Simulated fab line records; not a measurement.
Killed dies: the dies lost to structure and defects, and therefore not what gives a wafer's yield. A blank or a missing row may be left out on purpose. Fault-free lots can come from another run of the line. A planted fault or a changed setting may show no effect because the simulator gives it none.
A struck lot beside a sound one / flow nand-harc / 14 out of 1159 route steps
Sound: the wafers L696.1, L696.5, L696.6. Struck: wafers L709.3, L709.5, L709.6. Last of all comes the cause.
At each step with rows: each side's tool, then ch and its chambers, then its first start. Under that, the readings that differ: sound wafers / struck wafers / difference of the means / sigmas: that difference in standard deviations of wafers without a fault.
alike: readings whose means differ by less than 2 such deviations, and words and numbers that are the same on both sides. not compared: withheld readings, readings that some wafer has no value for, bounds like >300 that may hide the same value, and numbers for which the record gives no deviation and whose values overlap.
The two part at a step that has a row with sigmas, a row that says differs or no value, or rows on one side only. When numbers do not overlap yet have no deviation, they are printed without sigmas and do not part them. Lack of a reading on every wafer of one side parts them only where that side has two or more wafers.

NHARC_A_M1_OVL_MEAS_10: pitch 240 nm.
  sound: overlay-01 at day 18 12:31; struck: overlay-01 at day 21 08:05
reading=overlay-y-nm (nm); sound=2.2 2.3 2.3; struck=-1.0 -2.1 -1.3; difference=-3.7; sigmas=-4
  alike: overlay-x-nm
NHARC_A_M1_INSPECT_11:
  sound: defect-inspect-02 at day 18 12:34; struck: defect-inspect-02 at day 21 08:07
  alike: raw-defect-count
NHARC_A_M1_DESCUM_14: chemistry O2, time 3 s.
  sound on rie-diel-03 ch 0,3, day 18 12:37; struck on rie-diel-11 ch 1,2,3, day 21 08:12
  alike: drypump-motor-current-A, oes-product-au, rf-vpp-V, showerhead-plenum-p-Torr, throttle-valve-pct
  not compared: rf-hours-counter-h
then, 1 step without rows for these wafers: NHARC_A_M1_ETCH_35 (etches the open film in N2/H2, target depth 40 nm, overetch 12 nm, time 43.94 s).
NHARC_A_M1_ETCH_15: etches the open film in C4F8/Ar, target depth 182.5 nm, time 91.2 s.
  sound on rie-diel-03 ch 0,3; struck on rie-diel-11 ch 0,3
  alike: oes-product-au, rf-vpp-V
  not compared: rf-hours-counter-h
NHARC_A_M1_CD_MEAS_16:
  sound: cd-sem-02 at day 18 12:55; struck: cd-sem-03 at day 21 08:30
  alike: cd-nm
NHARC_A_M1_STRIP_18: strips in N2/H2.
  sound on rie-diel-03 ch 0,2,3, day 18 13:04; struck on rie-diel-03 ch 0,1, day 21 08:34
  alike: drypump-motor-current-A, h2-flow-sccm, oes-product-au, power-w, rf-vpp-V, showerhead-plenum-p-Torr, throttle-valve-pct
  not compared: rf-hours-counter-h
NHARC_A_M1_ETCH_28: etches the open film in CF4/N2, target depth 30 nm, time 72.99 s.
  sound on rie-diel-03 ch 0,1,3; struck on rie-diel-03 ch 0,1
  alike: drypump-motor-current-A, oes-product-au, rf-vpp-V, showerhead-plenum-p-Torr, throttle-valve-pct
  not compared: rf-hours-counter-h
then, 2 steps without rows for these wafers: NHARC_A_M1_STRIP_19 (strips in post etch residue remover, time 600 s); NHARC_A_M1_DEGAS_29 (time 60 s).
NHARC_A_M1_PRE_CLEAN_30: time 30 s.
  sound on pvd-sputter-03; struck on pvd-sputter-01
reading=heater-power-w (W); sound=362 353 342; struck=424 425 451; difference=+81; sigmas=+2
then, 1 step without rows for these wafers: NHARC_A_M1_PVD_20 (deposits TaN, target thk 5 nm, time 8.06 s).
NHARC_A_M1_PVD_21: deposits Cu, target thk 30 nm, time 20.49 s.
  sound: pvd-sputter-03 at day 18 13:52; struck: pvd-sputter-01 at day 21 09:35
  no value came back on the struck wafers for cathode-dc-power-W (W), chamber-pressure-pa (Pa), throttle-valve-pct (%); on the sound wafers cathode-dc-power-W (W) reads 5000.1 5000.2 5000.1
then, 1 step without rows for these wafers: NHARC_A_M1_ECD_22 (material Cu, target thk 400 nm).

## WHERE THEY PART
At NHARC_A_M1_OVL_MEAS_10 first; at NHARC_A_M1_PVD_21 last (within this record only).

WHY: what had been put in by the simulator
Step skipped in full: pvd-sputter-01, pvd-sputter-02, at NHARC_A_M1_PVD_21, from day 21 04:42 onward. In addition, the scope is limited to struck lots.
